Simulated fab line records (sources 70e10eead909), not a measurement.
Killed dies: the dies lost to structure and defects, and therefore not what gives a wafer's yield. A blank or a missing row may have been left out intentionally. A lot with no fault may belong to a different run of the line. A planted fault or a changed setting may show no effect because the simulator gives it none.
2 desks, one fault || flow nandHarc || only its own numbers are on each desk; what lay behind them is given at the end

AT THE METROLOGY DESK
What the gauges read for every lot (on any tool): the sampled wafers with a number, averaged. Marked OUT: a lot whose mean sits more than 4 standard deviations from the usual mean, which makes it out of limits; the brackets give that distance.
Columns: A = cdNm at NHARC_A_M0_CD_MEAS_09, usual 80.0 nm; B = overlayXNm at NHARC_A_M0_OVL_MEAS_10, usual 0.1 nm; C = overlayYNm at NHARC_A_M0_OVL_MEAS_10, usual -0.1 nm
{"lot": "L748", "first seen here": "day 23 10:26", "A": 79.9, "B": -0.3, "C": 1.5}
{"lot": "L750", "first seen here": "day 23 22:21", "A": 80.8, "B": 1.6, "C": -0.6}
{"lot": "L751", "first seen here": "day 24 12:26", "A": 79.8, "B": -1.0, "C": -0.5}
{"lot": "L753", "first seen here": "day 25 14:40", "A": 79.8, "B": -0.3, "C": 0.7}
{"lot": "L754", "first seen here": "day 25 18:11", "A": 79.6, "B": -0.1, "C": -0.7}
{"lot": "L757", "first seen here": "day 27 10:41", "A": 79.9, "B": -0.0, "C": -0.7}
{"lot": "L755", "first seen here": "day 27 14:39", "A": 79.8, "B": 1.0, "C": 0.9}
{"lot": "L760", "first seen here": "day 28 17:10", "A": "121.1 (+72) OUT", "B": 0.4, "C": -2.2}
{"lot": "L763", "first seen here": "day 29 07:13", "A": 79.9, "B": -1.1, "C": -0.8}
{"lot": "L762", "first seen here": "day 29 08:23", "A": 79.7, "B": -0.3, "C": 1.6}
{"lot": "L768", "first seen here": "day 31 16:21", "A": 80.0, "B": 0.2, "C": 0.4}
{"lot": "L769", "first seen here": "day 32 02:34", "A": 79.9, "B": -1.2, "C": 0.5}
This desk's verdict: out of limits on L760, starting with L760 at day 28 17:10 (cdNm at NHARC_A_M0_CD_MEAS_09). L748, L750, L751, L753, L754, L757, L755, L763, L762, L768, L769 stayed within limits.

DESK OF THE TOOL OWNER: lithoTrack-06
The tool's own readings at NHARC_A_M0_PEB_07 (peb time 65 s): means of the sampled wafers that have a number, for each lot that ran on this tool. Marked OUT: a lot whose mean sits more than 4 standard deviations from the usual mean, which makes it out of limits; the brackets give that distance.
Columns: A = heaterPowerTotalW at NHARC_A_M0_PEB_07, usual 156.6 W; B = plateTempC at NHARC_A_M0_PEB_07, usual 100.00 C
{"lot": "L748", "first seen here": "day 23 10:21", "A": 156.9, "B": 99.95}
{"lot": "L750", "first seen here": "day 23 22:16", "A": 156.7, "B": 99.94}
{"lot": "L760", "first seen here": "day 28 17:05", "A": "188.9 (+79) OUT", "B": "114.87 (+99 or more) OUT"}
This desk's verdict: out of limits on L760, starting with L760 at day 28 17:05 (heaterPowerTotalW at NHARC_A_M0_PEB_07). L748, L750 stayed within limits.

TAKEN TOGETHER
At day 28 17:05, on L760, the tool owner's desk was in a position to raise an alarm.
At day 28 17:10 the metrology desk could have sounded an alarm, on L760.
Of the lots named, all ran NHARC_A_M0_PEB_07 on lithoTrack-06.

WHAT HAD BEEN PUT IN BY THE SIMULATOR
Process parameter drift: lithoTrack-06, from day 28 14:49 on, at NHARC_A_M0_PEB_07. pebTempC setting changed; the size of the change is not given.
Struck lots among those shown: L760.
Counting hours from when the fault started, the first reading out of limits came at 2 for the tool owner's desk and at 2 for the metrology desk.
